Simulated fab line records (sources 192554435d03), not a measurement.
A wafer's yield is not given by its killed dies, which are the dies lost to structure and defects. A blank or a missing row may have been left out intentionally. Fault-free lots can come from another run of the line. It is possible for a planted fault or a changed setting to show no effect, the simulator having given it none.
Struck lot and sound lot, side by side	flow n5_finfet	37 out of 1938 route steps
Sound: these wafers, L547.1, L547.2, L547.5. Struck: wafer L560.1. (L560.2, L560.5 of the same lot were not struck and are left out.) The cause comes at the end.
Order at every step that has rows: each side's tool, ch and its chambers, its first start. Under that, the readings that differ: sound wafers	struck wafers	difference of the means	sigmas: that difference in standard deviations of wafers without a fault.
alike: a reading whose means differ by less than 2 such deviations, as well as words and numbers matching on both sides. not compared: withheld readings; readings where some wafer has no value; bounds like >300 that might hide an equal value; numbers whose values overlap and for which the record gives no deviation.
Wherever a step has rows on one side only, a row that says differs or no value, or a row with sigmas, the two part there. Numbers that don't overlap but have no deviation are shown without sigmas and don't part them. Lack of a reading on every wafer of one side parts them only where that side has two or more wafers.

first, 9 steps without rows for these wafers: N5_BEOL_M5_DESCUM_33 (chemistry O2, time 7 s); N5_BEOL_M5_ETCH_75 (etches underlayer in N2/H2, target depth 6.5 nm, time 5.2 s); N5_BEOL_M5_ETCH_67 (etches SiARC in CF4, target depth 15.6 nm, time 26 s); N5_BEOL_M5_ETCH_68 (etches SOC in N2/H2, target depth 80 nm, overetch 16 nm, time 120 s); N5_BEOL_M5_STRIP_69 (strips in N2/H2); N5_BEOL_M5_STRIP_76 (strips in N2/H2); N5_BEOL_M5_VIA_ETCH_34 (etches SiCOH lowk in C4F6/O2, target depth 88.3 nm, time 39.2 s); N5_BEOL_M5_STRIP_85 (strips in C4F6/O2); N5_BEOL_M5_STRIP_36 (strips in N2/H2).
N5_BEOL_M5_TRENCH_ETCH_37: etches SiCOH lowk in C4F6/O2, target depth 71.652 nm, time 24.7 s.
  sound on rie_diel-02 ch 0,3, day 8 03:47; struck on rie_diel-04 ch 2, day 11 21:19
reading	sound	struck	difference	sigmas
oes_product_au (a.u.)	0.67 0.67 0.67	0.91	+0.24	+2
throttle_valve_pct (%)	21.27 21.17 21.26	20.61	-0.62	-2
  alike: drypump_motor_current_A, rf_vpp_V, showerhead_plenum_p_Torr
  not compared: rf_hours_counter_h
then, 26 steps without rows for these wafers: N5_BEOL_M5_ETCH_41 (etches SiCN in CH3F/O2, target depth 31.5 nm, time 56.7 s); N5_BEOL_M5_STRIP_91 (strips in N2/H2, time 10 s); N5_BEOL_M5_HM_STRIP_39 (strips TiN in peroxide tin strip, target depth 25 nm, time 158 s); N5_BEOL_M5_SRD_40 (time 30 s); N5_BEOL_M5_PRECLEAN_42 (cleans in residue remover, time 60 s); N5_BEOL_M5_SRD_43 (time 30 s); N5_BEOL_M5_CURE_80 (cures SiCOH lowk, time 120 s); N5_BEOL_M5_DEGAS_44 (time 60 s); N5_BEOL_M5_PRE_CLEAN_45 (time 30 s); N5_BEOL_M5_ALD_86 (deposits TaN, pulse time 2 s, purge time 3 s, co reactant purge time 2 s); N5_BEOL_M5_SURFACE_TREAT_87; N5_BEOL_M5_CVD_47 (deposits Co from CCTBA/H2, target thk 3 nm, time 216 s); N5_BEOL_M5_SPUTTER_48 (material Cu, target thk 15 nm, time 27.62 s); N5_BEOL_M5_ANNEAL_49 (time 1800 s); N5_BEOL_M5_SPUTTER_81 (material Cu, target thk 15 nm, time 27.62 s); N5_BEOL_M5_ANNEAL_82 (time 1800 s); N5_BEOL_M5_SPUTTER_83 (material Cu, target thk 15 nm, time 27.62 s); N5_BEOL_M5_ANNEAL_84 (time 1800 s); N5_BEOL_M5_SPUTTER_88 (material Cu, target thk 15 nm, time 27.62 s); N5_BEOL_M5_ANNEAL_89 (time 1800 s); N5_BEOL_M5_SPUTTER_90 (material Cu, target thk 4.5 nm, time 8.29 s); N5_BEOL_M5_ECD_50 (material Cu, target thk 300 nm); N5_BEOL_M5_ANNEAL_51 (time 90 s); N5_BEOL_M5_CMP_52 (polishes, stops on SiCOH lowk, t overpolish 6.9 s, target thk 62 nm); N5_BEOL_M5_PRE_CLEAN_77 (time 15 s); N5_BEOL_M5_CO_CAP_78 (material Co, precursor CCTBA/H2, target thk 2 nm, time 102.1 s).
-- the record jumps here: 4 days lie between the struck wafers' starts before and after (it left off in module BEOL_M5 and takes up again in module PASSIVATION, whose first step shown is number 1936 of the route) --
N5_PASSIVATION_PROBE_49:
  sound on prober-01, day 12 02:26; struck on prober-01, day 15 14:20
reading	sound	struck	difference	sigmas
defect_limited_yield (%)	91.9 90.6 92.6	82.0	-9.7	-7
killed_at_M4_up	19 12 13	144	+129	+21
killed_dies	95 111 87	212	+114	+7
sort_bin_5_function (%)	4.5 5.6 4.7	11.0	+6.1	+7
sort_n_pass	1085 1069 1093	968	-114	-7
sort_yield_pct (%)	91.9 90.6 92.6	82.0	-9.7	-7
  alike: killed_at_M0_to_M3, killed_at_contacts, killed_at_front_end, killed_at_other, killed_on_rim, killed_open, killed_short, sort_bin_4_leakage, sort_bin_6_memory

WHERE THEY PART
First at N5_BEOL_M5_TRENCH_ETCH_37; last, within this record, at N5_PASSIVATION_PROBE_49.

WHY: whatever the simulator had introduced
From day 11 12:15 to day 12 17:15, rie_diel-04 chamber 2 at N5_BEOL_M5_TRENCH_ETCH_37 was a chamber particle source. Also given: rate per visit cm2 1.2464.
